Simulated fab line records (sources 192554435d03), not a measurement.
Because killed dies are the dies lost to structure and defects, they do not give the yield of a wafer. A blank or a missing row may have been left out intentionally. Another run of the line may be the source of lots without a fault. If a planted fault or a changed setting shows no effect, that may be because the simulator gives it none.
Matching of chambers + flow n5-finfet + N5_SDB_ETCH_18 on rie-diel-02: 4 sister chambers
The step etches SOC in N2/H2, target depth 100 nm, overetch 20 nm, time 150 s. 22 wafers are shown with their chamber, then 11 later ones without.

== WAFERS WITH THEIR CHAMBER ==
| wafer  | chamber | drypump-motor-current-A (A) | showerhead-plenum-p-Torr (Torr) | rf-vpp-V (V) |
|--------|---------|-----------------------------|---------------------------------|--------------|
| L074.2 | 3       | 5.7                         | 2.61                            | 525.7        |
| L074.3 | 2       | 6.2                         | 2.68                            | 528.5        |
| L074.6 | 0       | 5.8                         | 2.43                            | 519.7        |
| L079.1 | 3       | 5.7                         | 2.61                            | 525.0        |
| L079.2 | 1       | 5.2                         | 2.61                            | 525.8        |
| L079.5 | 3       | 5.7                         | 2.61                            | 526.1        |
| L083.1 | 1       | 5.3                         | 2.60                            | 525.6        |
| L083.3 | 0       | 5.8                         | 2.42                            | 521.8        |
| L083.5 | 2       | 6.2                         | 2.68                            | 528.6        |
| L084.3 | 1       | 5.2                         | 2.60                            | 524.9        |
| L084.4 | 1       | 5.3                         | 2.60                            | 525.6        |
| L084.6 | 0       | 5.8                         | 2.42                            | 520.7        |
| L085.3 | 2       | 6.2                         | 2.67                            | 528.3        |
| L085.5 | 0       | 5.8                         | 2.42                            | 520.1        |
| L085.6 | 2       | 6.2                         | 2.67                            | 527.7        |
| L086.1 | 0       | 5.8                         | 2.42                            | 521.5        |
| L086.3 | 1       | 5.2                         | 2.60                            | 526.3        |
| L086.4 | 3       | 5.7                         | 2.60                            | 524.2        |
| L091.3 | 2       | 6.2                         | 2.67                            | 529.2        |
| L091.5 | 1       | 5.3                         | 2.59                            | 524.0        |
| L091.6 | 2       | 6.2                         | 2.67                            | 529.1        |
| L093.2 | 0       | 5.8                         | 2.41                            | 521.2        |

SIGNATURES, as means of the wafers listed above
| reading                  | chamber 0 | chamber 1 | chamber 2 | chamber 3 | scatter within a chamber |
|--------------------------|-----------|-----------|-----------|-----------|--------------------------|
| drypump-motor-current-A  | 5.800     | 5.250     | 6.200     | 5.700     | 0.0289                   |
| showerhead-plenum-p-Torr | 2.4200    | 2.6000    | 2.6733    | 2.6075    | 0.00581                  |
| rf-vpp-V                 | 520.833   | 525.367   | 528.567   | 525.250   | 0.753                    |
Rule: distance of a wafer from a chamber = root of the sum over the readings of ((wafer's reading minus chamber's mean) / reading's scatter) squared. If the next closest chamber is less than 2 further off than the closest, the wafer can't be placed; otherwise it belongs to the closest. The scatter is the square root of a quotient: the sum, over the shown wafers, of each reading's squared deviation from its chamber's mean, divided by wafers minus chambers.

== WAFERS WHOSE CHAMBER IS MISSING ==
| wafer  | drypump-motor-current-A (A) | showerhead-plenum-p-Torr (Torr) | rf-vpp-V (V) |
|--------|-----------------------------|---------------------------------|--------------|
| L093.4 | 5.2                         | 2.59                            | 524.5        |
| L093.6 | 5.3                         | 2.59                            | 524.3        |
| L092.1 | 5.7                         | 2.60                            | 526.4        |
| L092.2 | 5.2                         | 2.59                            | 525.3        |
| L092.3 | 6.2                         | 2.67                            | 529.2        |
| L094.3 | 5.3                         | 2.59                            | 524.7        |
| L094.5 | 6.2                         | 2.67                            | 527.5        |
| L094.6 | 5.2                         | 2.59                            | 524.0        |
| L097.1 | 5.6                         | 2.59                            | 524.6        |
| L097.3 | 5.2                         | 2.59                            | 524.1        |
| L097.6 | 5.8                         | 2.41                            | 518.8        |

== CHAMBER TAKEN BY EACH ==
| wafer  | from the rows above | in truth |
|--------|---------------------|----------|
| L093.4 | 1                   | 1        |
| L093.6 | 1                   | 1        |
| L092.1 | 3                   | 3        |
| L092.2 | 1                   | 1        |
| L092.3 | 2                   | 2        |
| L094.3 | 1                   | 1        |
| L094.5 | 2                   | 2        |
| L094.6 | 1                   | 1        |
| L097.1 | 3                   | 3        |
| L097.3 | 1                   | 1        |
| L097.6 | 0                   | 0        |
Placed correctly: 11 of 11. Left unplaced by these rows: 0. 0 placed wrongly.
